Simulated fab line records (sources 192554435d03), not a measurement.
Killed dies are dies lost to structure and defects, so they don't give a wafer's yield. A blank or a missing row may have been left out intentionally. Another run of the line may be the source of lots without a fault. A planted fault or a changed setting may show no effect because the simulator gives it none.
Chamber matching | flow n5Finfet | N5_BEOL_M14_ILD_DEP_00 on pecvd-01 has 3 sister chambers
The step deposits SiO2 from TEOS/O2, target thk 1119.3 nm, time 237.4 s. 39 wafers are shown with their chamber, then 12 later ones without.

== WAFERS PAIRED WITH THEIR CHAMBERS ==
wafer  | chamber | throttleValvePct (%) | showerheadPlenumPTorr (Torr) | heaterPowerW (W)
L075.1 | 2       | 17.1                 | 8.337                        | 500
L075.3 | 1       | 19.7                 | 8.356                        | 662
L075.5 | 1       | 19.4                 | 8.327                        | 703
L076.3 | 2       | 17.1                 | 8.348                        | 555
L076.5 | 2       | 17.7                 | 8.340                        | 590
L076.6 | 1       | 19.4                 | 8.345                        | 733
L078.3 | 1       | 19.5                 | 8.338                        | 735
L078.5 | 0       | 18.3                 | 8.375                        | 580
L078.6 | 1       | 19.8                 | 8.346                        | 573
L082.4 | 2       | 17.4                 | 8.333                        | 569
L082.5 | 0       | 18.4                 | 8.390                        | 586
L082.6 | 1       | 19.8                 | 8.325                        | 585
L084.1 | 2       | 17.7                 | 8.346                        | 552
L084.4 | 1       | 19.7                 | 8.337                        | 589
L084.6 | 2       | 17.3                 | 8.361                        | 447
L079.2 | 1       | 19.7                 | 8.366                        | 718
L079.3 | 2       | 17.3                 | 8.366                        | 595
L079.6 | 1       | 19.4                 | 8.341                        | 570
L085.2 | 0       | 18.0                 | 8.350                        | 516
L085.3 | 1       | 19.5                 | 8.347                        | 728
L085.4 | 2       | 17.3                 | 8.360                        | 552
L086.1 | 2       | 17.1                 | 8.324                        | 583
L086.2 | 0       | 18.4                 | 8.377                        | 539
L086.3 | 1       | 19.6                 | 8.358                        | 599
L088.1 | 0       | 18.3                 | 8.388                        | 514
L088.3 | 2       | 17.4                 | 8.353                        | 611
L088.6 | 0       | 18.4                 | 8.376                        | 580
L089.3 | 0       | 18.1                 | 8.377                        | 467
L089.4 | 2       | 17.5                 | 8.344                        | 568
L089.6 | 1       | 19.5                 | 8.351                        | 650
L090.2 | 2       | 17.7                 | 8.342                        | 591
L090.4 | 1       | 19.6                 | 8.355                        | 588
L090.6 | 2       | 17.5                 | 8.347                        | 451
L093.2 | 0       | 18.1                 | 8.371                        | 442
L093.4 | 1       | 19.7                 | 8.342                        | 719
L093.5 | 2       | 17.6                 | 8.352                        | 464
L091.2 | 2       | 17.3                 | 8.340                        | 559
L091.4 | 1       | 19.8                 | 8.339                        | 577
L091.5 | 0       | 18.2                 | 8.383                        | 425

SIGNATURES (means of the wafers above)
reading               | chamber 0 | chamber 1 | chamber 2 | scatter within a chamber
throttleValvePct      | 18.244    | 19.607    | 17.400    | 0.177
showerheadPlenumPTorr | 8.37633   | 8.34487   | 8.34620   | 0.0113
heaterPowerW          | 516.56    | 648.60    | 545.80    | 61.3
Rule: a wafer lies at a distance from a chamber equal to the root of the sum of squares, over the readings, of (its reading less the chamber's mean, divided by the reading's scatter). The wafer belongs to the nearest chamber; if the next one is less than 2 further off, it can't be placed. How the scatter is found: for the shown wafers, subtract from each reading the mean of its chamber, square and add these, divide the total by (wafers less chambers), then take the root.

== WAFERS MISSING THEIR CHAMBER ==
wafer  | throttleValvePct (%) | showerheadPlenumPTorr (Torr) | heaterPowerW (W)
L092.1 | 19.6                 | 8.336                        | 695
L092.2 | 17.5                 | 8.352                        | 557
L092.5 | 17.5                 | 8.365                        | 596
L094.3 | 19.6                 | 8.343                        | 688
L094.4 | 18.3                 | 8.374                        | 552
L094.5 | 17.3                 | 8.343                        | 451
L095.2 | 18.3                 | 8.370                        | 449
L095.3 | 17.5                 | 8.359                        | 609
L095.5 | 17.4                 | 8.338                        | 458
L097.2 | 18.2                 | 8.376                        | 517
L097.3 | 17.7                 | 8.345                        | 464
L097.5 | 17.4                 | 8.350                        | 542

== EACH ONE'S CHAMBER ==
wafer  | from the rows above | in truth
L092.1 | 1                   | 1
L092.2 | 2                   | 2
L092.5 | 2                   | 2
L094.3 | 1                   | 1
L094.4 | 0                   | 0
L094.5 | 2                   | 2
L095.2 | 0                   | 0
L095.3 | 2                   | 2
L095.5 | 2                   | 2
L097.2 | 0                   | 0
L097.3 | 2                   | 2
L097.5 | 2                   | 2
Placed correctly: 12 of 12. Left unplaced by these rows: 0. Number placed wrongly: 0.
